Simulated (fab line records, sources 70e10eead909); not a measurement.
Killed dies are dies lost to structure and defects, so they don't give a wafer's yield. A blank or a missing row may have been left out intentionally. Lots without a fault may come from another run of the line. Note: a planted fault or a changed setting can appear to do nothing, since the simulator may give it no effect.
Struck lot and sound lot, side by side -- flow nand harc -- 37 steps out of a route of 1159
Sound: these wafers, L597.1, L597.4, L597.6. The struck wafers were L617.2, L617.5, L617.6. Last of all comes the cause.
Each step with rows lists, per side, the tool, then ch with its chambers, then its first start. Under that, the readings that differ: sound wafers -- struck wafers -- difference of the means -- sigmas: that difference in standard deviations of wafers without a fault.
alike: same words and numbers on both sides, and readings whose means sit less than 2 such deviations apart. not compared: any withheld reading, any reading some wafer has no value for, any bound like >300 that may hide the same value, and any number with overlapping values for which the record gives no deviation.
A row with sigmas, a row that says differs or no value, or rows on one side alone: a step with any of these is where the two part. Numbers that don't overlap but have no deviation are shown without sigmas and don't part them. A reading missing from all wafers of one side parts the sides only when that side holds two or more wafers.

first, 4 steps without rows for these wafers: NHARC_A_STAIRCASE_STRIP_316 (strips in O2); NHARC_A_STAIRCASE_STRIP_317 (strips in SPM, time 900 s); NHARC_A_STAIRCASE_PRECLEAN_318 (cleans in SC1); NHARC_A_STAIRCASE_SRD_329.
NHARC_A_STAIRCASE_ALD_415: deposits SiO2, target thk 30 nm, pulse time 6 s, ald cycles 300.
  sound on ald hk-02 ch 1,2,3, day 12 05:52; struck on ald hk-01 ch 2,3, day 17 10:45
  alike: heater power w, precursor pulse height rel
then, 6 steps without rows for these wafers: NHARC_A_STAIRCASE_ETCHBACK_416 (etches the open film in C4F8/O2/Ar, target depth 36 nm, time 7.2 s); NHARC_A_STAIRCASE_STRIP_476 (strips in O2, time 20 s); NHARC_A_STAIRCASE_DEP_417 (deposits Si3N4, target thk 60 nm); NHARC_A_STAIRCASE_WET_418 (chemistry H3PO4, target depth 20 nm); NHARC_A_STAIRCASE_PRECLEAN_419 (cleans in SC1); NHARC_A_STAIRCASE_SRD_421.
NHARC_A_STAIRCASE_ALD_420: deposits SiO2, target thk 20 nm, pulse time 6 s, ald cycles 200.
  sound on ald hk-02 ch 0,3, day 12 11:43; struck on ald hk-02 ch 0,2,3, day 17 17:17
  alike: heater power w, precursor pulse height rel
then, 1 step without rows for these wafers: NHARC_A_STAIRCASE_CVD_552 (deposits SiNx, target thk 40 nm).
NHARC_A_STAIRCASE_DEP_151: deposits SiO2, target thk 3800 nm.
  sound on pecvd-03 ch 0,1, day 12 19:59; struck on pecvd-03 ch 0,2, day 18 01:06
  alike: heater power w
then, 3 steps without rows for these wafers: NHARC_A_STAIRCASE_ANNEAL_320 (time 1800 s); NHARC_A_STAIRCASE_DEP_322 (deposits SiO2, target thk 3800 nm); NHARC_A_STAIRCASE_ANNEAL_323 (time 1800 s).
NHARC_A_STAIRCASE_DEP_325: deposits SiO2, target thk 3800 nm.
  sound on pecvd-01 ch 0,1,2, day 13 12:52; struck on pecvd-03 ch 0,1,2, day 19 01:50
  alike: heater power w
then, 11 steps without rows for these wafers: NHARC_A_STAIRCASE_ANNEAL_326 (time 1800 s); NHARC_A_STAIRCASE_DEHYDRATE_433 (time 120 s); NHARC_A_STAIRCASE_HMDS_434 (time 30 s); NHARC_A_STAIRCASE_COAT_435; NHARC_A_STAIRCASE_SOFTBAKE_436 (time 170 s); NHARC_A_STAIRCASE_EBR_437; NHARC_A_STAIRCASE_EXPOSE_438 (exposes mask STAIR REV); NHARC_A_STAIRCASE_PEB_439 (peb time 130 s); NHARC_A_STAIRCASE_DEVELOP_440 (time 140 s); NHARC_A_STAIRCASE_HARDBAKE_442 (time 140 s); NHARC_A_STAIRCASE_DESCUM_443 (chemistry O2, time 3 s).
NHARC_A_STAIRCASE_ETCH_444: etches the open film in C4F8/O2, target depth 10200 nm, time 3400 s.
  sound on rie diel-12 ch 1,3, day 13 20:39; struck on rie diel-11 ch 0,1, day 19 10:46
  alike: bias w, oes product au, rf vpp V
  not compared: rf hours counter h
NHARC_A_STAIRCASE_STRIP_446: strips in O2.
  sound on plasma asher-02 ch 0, day 13 22:56; struck on plasma asher-02 ch 0,1, day 19 12:47
  alike: drypump motor current A, heater power w
  not compared: rf hours counter h
then, 5 steps without rows for these wafers: NHARC_A_STAIRCASE_STRIP_447 (strips in SPM, time 900 s); NHARC_A_STAIRCASE_PRECLEAN_448 (cleans in SC1); NHARC_A_STAIRCASE_SRD_449; NHARC_A_STAIRCASE_CMP_450 (polishes SiO2, target thk 200 nm); NHARC_A_STAIRCASE_CMP_152 (polishes).
-- record jumps: 6 days between struck wafers' starts before vs after; left off in module A_STAIRCASE, resumes in module END, first step shown is number 1159 of the route --
NHARC_END_SORT_01:
  sound on prober-02 ch 0, day 20 03:28; struck on prober-01 ch 0, day 25 04:09
reading,sound,struck,difference,sigmas
killed at array,18 17 25,120 87 129,+92,+8
killed dies,20 23 29,123 89 129,+90,+8
  alike: killed at other, killed at periphery, killed open, killed short

## WHERE THEY PART
Only at NHARC_END_SORT_01, as far as this record shows.

WHY: the cause the simulator had injected
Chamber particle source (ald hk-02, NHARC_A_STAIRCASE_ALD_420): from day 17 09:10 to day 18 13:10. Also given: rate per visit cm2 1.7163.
